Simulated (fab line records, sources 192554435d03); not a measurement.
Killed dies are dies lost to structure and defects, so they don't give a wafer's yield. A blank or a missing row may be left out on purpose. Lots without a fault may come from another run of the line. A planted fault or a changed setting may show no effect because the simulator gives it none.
Chamber matching | flow n5_finfet | N5_BEOL_M10_CURE_71 on uv_cure-03: 3 sister chambers
The step cures SiCOH lowk, time 240 s. 6 wafers are shown with their chamber, then 8 later ones without.

WAFERS WITH THEIR CHAMBER
wafer  | chamber | wafer_temp_C_max | lamp_power_pct (%)
L083.4 | 0       | 386.4            | 52.25
L083.5 | 0       | 386.1            | 52.32
L087.4 | 2       | 387.2            | 52.31
L087.6 | 2       | 387.3            | 52.28
L089.6 | 1       | 387.3            | 52.23
L091.1 | 1       | 387.2            | 52.33

WAFERS WITHOUT THEIR CHAMBER
wafer  | wafer_temp_C_max | lamp_power_pct (%)
L091.3 | 386.6            | 52.23
L091.6 | 386.6            | 52.34
L095.1 | 386.6            | 52.28
L095.3 | 387.3            | 52.37
L095.6 | 386.3            | 52.25
L097.1 | 387.9            | 52.36
L097.2 | 386.7            | 52.34
L097.3 | 387.5            | 52.42

WHICH CHAMBER EACH WENT THROUGH
wafer  | from the rows above          | in truth
L091.3 | 0                            | 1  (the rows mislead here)
L091.6 | 0                            | 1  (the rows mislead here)
L095.1 | 0                            | 0
L095.3 | can't be placed: 2 or 1      | 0
L095.6 | 0                            | 0
L097.1 | can't be placed: 2 or 1      | 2
L097.2 | can't be placed: 0 or 2 or 1 | 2
L097.3 | can't be placed: 2 or 1      | 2
Placed correctly: 2 of 8. Can't be placed from these rows: 4 (the true chamber is among the candidates in 3). Placed wrongly: 2.
How it was worked out, from the rows above alone: a wafer's distance from a chamber is the root of the sum, over the readings, of the square of ((its reading less the chamber's mean) divided by the reading's scatter). The wafer belongs to the nearest chamber; if the next one is less than 2 further off, it can't be placed. A chamber's mean is the mean of its shown wafers. The scatter: the root of (the sum of the squares of (reading less its chamber's mean) over the shown wafers, divided by (wafers less chambers)).
